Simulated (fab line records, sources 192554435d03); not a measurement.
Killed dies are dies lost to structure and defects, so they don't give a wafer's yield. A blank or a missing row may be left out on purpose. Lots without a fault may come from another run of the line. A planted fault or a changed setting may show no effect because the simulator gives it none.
Which tool did it? | flow n5_finfet | 10 lots, 30 wafers sampled, at 5 steps of a route of 1938

WHAT THE GAUGES READ, wafer by wafer
N5_BEOL_M1_INSPECT_59: inspects for defects (darkfield). Usual: raw_defect_count 76, standard deviation 23.
lot  | measured     | on                | raw_defect_count | flag
L145 | day 6 12:14  | defect_inspect-02 | 122 114 112      |
L146 | day 6 15:56  | defect_inspect-01 | 84 105 66        |
L147 | day 7 02:56  | defect_inspect-01 | 42 88 68         |
L148 | day 7 17:06  | defect_inspect-02 | 65 118 104       |
L150 | day 7 21:30  | defect_inspect-01 | 58 60 74         |
L151 | day 7 23:49  | defect_inspect-01 | 103 70 52        |
L152 | day 8 08:24  | defect_inspect-02 | 131 65 70        |
L160 | day 10 22:07 | defect_inspect-01 | 120 62 102       |
L163 | day 11 01:33 | defect_inspect-01 | 76 62 82         |
L168 | day 12 12:22 | defect_inspect-02 | 82 47 72         |

N5_BEOL_M4_RC_MEAS_101. Usual: DIBL_N 36.5 mV/V, standard deviation 1.4; DIBL_P 36.5 mV/V, standard deviation 1.6; IOFF_N 0.163 nA/um, standard deviation 0.022; IOFF_P 0.219 nA/um, standard deviation 0.029; ION_N 675 uA/um, standard deviation 8.3; ION_P 464 uA/um, standard deviation 6.2; SS_N 71.5 mV/dec, standard deviation 0.52; SS_P 73.4 mV/dec, standard deviation 0.57; VT_N 249.7 mV, standard deviation 2.6; VT_P -250 mV, standard deviation 3.
lot  | measured     | on        | DIBL_N (mV/V)  | DIBL_P (mV/V)  | IOFF_N (nA/um)    | IOFF_P (nA/um)    | ION_N (uA/um) | ION_P (uA/um) | SS_N (mV/dec)  | SS_P (mV/dec)  | VT_N (mV)         | VT_P (mV)      | flag
L145 | day 7 20:59  | prober-02 | 35.8 38.3 36.7 | 35.3 37.5 37.0 | 0.140 0.177 0.152 | 0.185 0.224 0.201 | 661 671 670   | 459 462 465   | 71.2 72.1 71.2 | 72.5 73.1 72.9 | 250.8 248.6 249.0 | -250 -247 -249 |
L146 | day 8 03:10  | prober-01 | 38.3 36.7 36.8 | 37.0 34.9 34.5 | 0.170 0.139 0.136 | 0.252 0.215 0.199 | 673 661 669   | 472 462 468   | 71.9 71.2 70.9 | 73.3 73.9 73.2 | 252.2 254.3 253.8 | -249 -248 -249 |
L147 | day 8 15:29  | prober-01 | 37.4 34.2 36.5 | 38.1 34.8 38.0 | 0.189 0.134 0.174 | 0.216 0.174 0.213 | 673 666 676   | 455 453 461   | 72.7 71.4 72.3 | 73.7 73.3 73.4 | 247.7 251.4 250.6 | -251 -255 -251 |
L148 | day 9 04:06  | prober-02 | 35.5 36.6 34.2 | 37.1 38.6 34.9 | 0.148 0.168 0.125 | 0.205 0.224 0.172 | 671 675 659   | 465 460 456   | 71.2 71.8 70.9 | 73.5 73.5 72.6 | 253.1 249.6 253.6 | -252 -252 -254 |
L150 | day 9 09:45  | prober-02 | 35.2 37.9 36.1 | 34.1 36.5 35.4 | 0.142 0.191 0.153 | 0.178 0.215 0.193 | 667 691 671   | 462 463 459   | 71.2 72.1 71.2 | 73.3 73.6 73.2 | 253.4 248.8 251.1 | -255 -253 -253 |
L151 | day 9 16:14  | prober-02 | 33.4 35.9 33.5 | 33.0 36.4 33.4 | 0.120 0.169 0.123 | 0.162 0.212 0.164 | 675 688 666   | 459 473 457   | 71.2 72.3 71.3 | 72.3 73.6 72.5 | 252.0 247.8 251.7 | -251 -249 -254 |
L152 | day 9 21:19  | prober-01 | 36.9 35.8 36.2 | 36.2 35.2 36.4 | 0.172 0.154 0.173 | 0.197 0.188 0.200 | 666 666 682   | 454 454 462   | 72.1 70.6 71.4 | 73.3 73.4 73.0 | 251.5 250.5 249.3 | -250 -251 -251 |
L160 | day 12 15:24 | prober-01 | 38.6 38.1 38.4 | 37.1 36.5 36.5 | 0.181 0.173 0.177 | 0.226 0.205 0.205 | 682 678 665   | 462 456 450   | 72.3 72.3 71.2 | 73.7 73.7 73.2 | 246.5 248.6 249.0 | -251 -253 -254 |
L163 | day 12 19:00 | prober-01 | 37.9 38.4 39.1 | 38.8 39.5 39.8 | 0.177 0.187 0.197 | 0.227 0.243 0.247 | 684 682 685   | 464 465 468   | 71.6 71.8 71.8 | 73.8 74.3 74.1 | 247.7 247.3 247.4 | -250 -249 -246 |
L168 | day 14 04:43 | prober-02 | 36.6 37.2 34.9 | 35.7 36.7 33.8 | 0.149 0.164 0.132 | 0.218 0.243 0.196 | 661 665 667   | 460 458 467   | 71.8 72.8 71.7 | 73.4 73.9 72.7 | 251.6 250.0 254.0 | -250 -248 -251 |

WHICH TOOL RAN EACH LOT (tool, then ch and the chambers of the sampled wafers, then the start)
lot  | N5_BEOL_M1_DEP_57               | N5_BEOL_M2_HM_DEP_02         | N5_BEOL_M2_COAT_76
L145 | pecvd-02 ch 1,2, day 6 12:09    | pvd_sputter-01, day 6 12:32  | litho_track-03 ch 0, day 6 13:38
L146 | pecvd-02 ch 0,1,2, day 6 15:51  | pvd_sputter-03, day 6 16:11  | litho_track-04 ch 0, day 6 17:11
L147 | pecvd-02 ch 1,2, day 7 02:51    | pvd_sputter-01, day 7 03:47  | litho_track-02 ch 0, day 7 06:44
L148 | pecvd-02 ch 0,1,2, day 7 17:01  | pvd_sputter-01, day 7 19:39  | litho_track-02 ch 0, day 7 20:50
L150 | pecvd-01 ch 1,2, day 7 21:25    | pvd_sputter-01, day 7 22:01  | litho_track-02 ch 0, day 7 23:33
L151 | pecvd-02 ch 0,1,2, day 7 23:43  | pvd_sputter-01, day 8 01:44  | litho_track-03 ch 0, day 8 02:55
L152 | pecvd-01 ch 0,1, day 8 08:19    | pvd_sputter-01, day 8 08:48  | litho_track-02 ch 0, day 8 10:01
L160 | pecvd-03 ch 0,1, day 10 22:02   | pvd_sputter-01, day 11 00:07 | litho_track-04 ch 0, day 11 01:53
L163 | pecvd-02 ch 0,1,2, day 11 01:27 | pvd_sputter-03, day 11 03:39 | litho_track-03 ch 0, day 11 04:43
L168 | pecvd-03 ch 1,2, day 12 12:17   | pvd_sputter-03, day 12 13:11 | litho_track-03 ch 0, day 12 14:14
- N5_BEOL_M1_DEP_57: deposits SiCN from 3MS/NH3, target thk 8 nm, time 14 s.
- N5_BEOL_M2_HM_DEP_02: deposits TiN, target thk 20 nm.
- N5_BEOL_M2_COAT_76: time 60 s, resist thk 5 nm.

WHAT THE TOOLS THEMSELVES READ (means of the sampled wafers that have a number; where no wafer has one, the mark that the record gives instead)
N5_BEOL_M1_DEP_57. Usual: showerhead_plenum_p_Torr 3.661 Torr, standard deviation 0.013; throttle_valve_pct 9.0 %, standard deviation 0.42.
lot  | tool     | showerhead_plenum_p_Torr (Torr) | throttle_valve_pct (%) | flag
L145 | pecvd-02 | 3.656                           | 9.2                    |
L146 | pecvd-02 | 3.655                           | 9.2                    |
L147 | pecvd-02 | 3.661                           | 9.1                    |
L148 | pecvd-02 | 3.655                           | 9.1                    |
L150 | pecvd-01 | 3.661                           | 8.9                    |
L151 | pecvd-02 | 3.653                           | 9.3                    |
L152 | pecvd-01 | 3.649                           | 9.4                    |
L160 | pecvd-03 | 3.682                           | 8.9                    |
L163 | pecvd-02 | 3.652                           | 8.9                    |
L168 | pecvd-03 | 3.675                           | 8.6                    |

N5_BEOL_M2_HM_DEP_02. Usual: throttle_valve_pct 30.3 %, standard deviation 0.43.
lot  | tool           | throttle_valve_pct (%) | flag
L145 | pvd_sputter-01 | 30.3                   |
L146 | pvd_sputter-03 | 30.2                   |
L147 | pvd_sputter-01 | 30.5                   |
L148 | pvd_sputter-01 | 30.1                   |
L150 | pvd_sputter-01 | 30.1                   |
L151 | pvd_sputter-01 | 30.4                   |
L152 | pvd_sputter-01 | 30.4                   |
L160 | pvd_sputter-01 | 30.3                   |
L163 | pvd_sputter-03 | 30.2                   |
L168 | pvd_sputter-03 | 30.3                   |

N5_BEOL_M2_COAT_76. Usual: spin_speed_rpm 1500.1 rpm, standard deviation 1.
lot  | tool           | spin_speed_rpm (rpm) | flag
L145 | litho_track-03 | 1500.9               |
L146 | litho_track-04 | 1500.4               |
L147 | litho_track-02 | 1498.5               |
L148 | litho_track-02 | 1500.3               |
L150 | litho_track-02 | 1464.4               | OFF
L151 | litho_track-03 | 1501.1               |
L152 | litho_track-02 | 1463.2               | OFF
L160 | litho_track-04 | 1499.7               |
L163 | litho_track-03 | 1500.2               |
L168 | litho_track-03 | 1499.2               |

THE ANSWER, worked out from the rows above alone
Rule: a lot is off if the mean of its wafers that have a number lies more than 3 standard deviations from the usual mean. A lot without any number at a reading at which 4 lots or more have one is off too. The other lots that the step has rows for count as sound. The gauges are gone through in route order, then the tools' own readings, and for those a lot's mean is taken as printed above. The first step at which some lot is off is used, and at that step the reading that is off furthest; a lot without a number counts as furthest.
Off: L150, L152, at N5_BEOL_M2_COAT_76 (spin_speed_rpm).
A tool fits if, at that step or a process step before it, it ran every lot that is off, and no sound lot after the first of them. Can't be told from this: 2 tools fit, pecvd-01 at N5_BEOL_M1_DEP_57, litho_track-02 at N5_BEOL_M2_COAT_76.

WHAT THE SIMULATOR HAD PUT IN
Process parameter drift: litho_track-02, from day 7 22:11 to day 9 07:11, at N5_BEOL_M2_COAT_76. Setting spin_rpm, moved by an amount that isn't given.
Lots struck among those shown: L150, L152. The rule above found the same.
